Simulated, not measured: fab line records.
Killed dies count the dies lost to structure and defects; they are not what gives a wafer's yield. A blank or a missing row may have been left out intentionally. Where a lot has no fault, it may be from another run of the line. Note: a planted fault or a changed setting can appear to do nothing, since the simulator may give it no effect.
Comparing a struck lot with a sound one + flow n5Finfet + 37 out of 1938 route steps
Sound: these wafers, L527.2, L527.4, L527.5. Struck: wafer L521.1 (left out: L521.2, a lot-mate that was not struck); the cause follows at the end.
Each step with rows lists, per side, the tool, then ch with its chambers, then its first start. Under that, the readings that differ: sound wafers + struck wafers + difference of the means + sigmas: that difference in standard deviations of wafers without a fault.
alike: readings with means less than 2 such deviations apart, plus words and numbers identical on both sides. not compared: withheld readings, readings lacking a value on some wafer, bounds such as >300 that could conceal the same value, and numbers that have no deviation in the record and whose values overlap.
A row with sigmas, a row that says differs or no value, or rows on one side alone: a step with any of these is where the two part. Numbers that have no deviation but don't overlap get no sigmas and don't part them. A reading missing from all wafers of one side parts the sides only when that side holds two or more wafers.

first, 9 steps without rows for these wafers: N5_BEOL_M4_ANNEAL_95 (time 240 s); N5_BEOL_M4_SPUTTER_96 (material Cu, target thk 4.5 nm, time 8.29 s); N5_BEOL_M4_ECD_50 (material Cu, target thk 300 nm); N5_BEOL_M4_ANNEAL_51 (time 90 s); N5_BEOL_M4_CMP_52 (polishes, stops on SiOC, t overpolish 6.8 s, target thk 40 nm); N5_BEOL_M4_PRE_CLEAN_60 (time 15 s); N5_BEOL_M4_CO_CAP_55 (material Co, precursor CCTBA/H2, target thk 2 nm, time 102.1 s); N5_BEOL_M4_PRE_CLEAN_56 (time 15 s); N5_BEOL_M4_DEP_57 (deposits SiCN from 3MS/NH3, target thk 8 nm, time 14 s).
N5_BEOL_M4_RC_MEAS_101:
  sound on prober-01 ch 0, day 14 01:10; struck on prober-01 ch 0, day 12 15:37
  alike: DIBL_N, DIBL_P, IOFF_N, IOFF_P, ION_N, ION_P, SS_N, SS_P, VT_N, VT_P
then, 24 steps without rows for these wafers: N5_BEOL_M5_ILD_DEP_00 (deposits SiCOH lowk from DEMS/porogen, target thk 140.64 nm, time 25.9 s); N5_BEOL_M5_CURE_79 (cures SiCOH lowk, time 240 s); N5_BEOL_M5_PECVD_70 (deposits SiO2 from TEOS/O2, target thk 16 nm, time 18 s); N5_BEOL_M5_HM_DEP_02 (deposits TiN, target thk 20 nm); N5_BEOL_M5_COAT_59 (time 60 s, resist thk 60 nm); N5_BEOL_M5_COAT_60 (time 60 s, resist thk 12 nm); N5_BEOL_M5_COAT_71 (time 60 s, resist thk 5 nm); N5_BEOL_M5_COAT_05 (resist thk 30 nm); N5_BEOL_M5_EBR_07; N5_BEOL_M5_SOFTBAKE_06 (time 60 s); N5_BEOL_M5_EXPOSE_08 (exposes mask M5, target cd 28 nm); N5_BEOL_M5_PEB_09 (peb time 60 s); N5_BEOL_M5_DEVELOP_10 (develop time 30 s); N5_BEOL_M5_DESCUM_16 (chemistry O2, time 7 s); N5_BEOL_M5_ETCH_72 (etches underlayer in N2/H2, target depth 6.5 nm, time 5.2 s); N5_BEOL_M5_ETCH_61 (etches SiARC in CF4, target depth 15.6 nm, time 26 s); N5_BEOL_M5_ETCH_62 (etches SOC in N2/H2, target depth 75 nm, overetch 15 nm, time 112.5 s); N5_BEOL_M5_STRIP_63 (strips in N2/H2); N5_BEOL_M5_STRIP_73 (strips in N2/H2); N5_BEOL_M5_STRIP_64 (strips in CF4); N5_BEOL_M5_HM_OPEN_17 (chemistry Cl2/BCl3, target TiN, target depth 20 nm, overetch 6 nm); N5_BEOL_M5_STRIP_19 (strips in O2); N5_BEOL_M5_COAT_65 (time 60 s, resist thk 60 nm); N5_BEOL_M5_COAT_66 (time 60 s, resist thk 12 nm).
-- record jumps: 3 days separate the struck wafers' starts on either side; left off in module BEOL_M5, taken up again in module BEOL_M12, whose first shown step is the route's number 1608 --
N5_BEOL_M12_EXPOSE_07: exposes mask V11.
  sound on krfScanner-01 ch 0, day 16 21:13; struck on krfScanner-02 ch 0, day 15 10:14
| reading           | sound             | struck | difference | sigmas |
|-------------------|-------------------|--------|------------|--------|
| exposureDoseMJCm2 | 32.50 32.49 32.50 | 32.94  | +0.44      | +2     |
  alike: mask
N5_BEOL_M12_CD_MEAS_10 targets a cd of 140 nm.
  sound on cdSem-01 ch 0, day 16 21:23; struck on cdSem-02 ch 0, day 15 10:25
| reading   | sound             | struck | difference | sigmas |
|-----------|-------------------|--------|------------|--------|
| cdNm (nm) | 139.7 138.3 141.0 | 118.3  | -21.4      | -13    |
N5_PASSIVATION_PROBE_49:
  only the struck wafers here have rows in the record (prober-01, day 17 06:45); the sound ones have none

## WHERE THEY PART
Last at N5_PASSIVATION_PROBE_49 as far as this record goes, first at N5_BEOL_M12_EXPOSE_07.

WHY: what the simulator had put in
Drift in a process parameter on krfScanner-02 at N5_BEOL_M12_EXPOSE_07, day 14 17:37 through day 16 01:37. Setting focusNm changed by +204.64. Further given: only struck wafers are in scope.
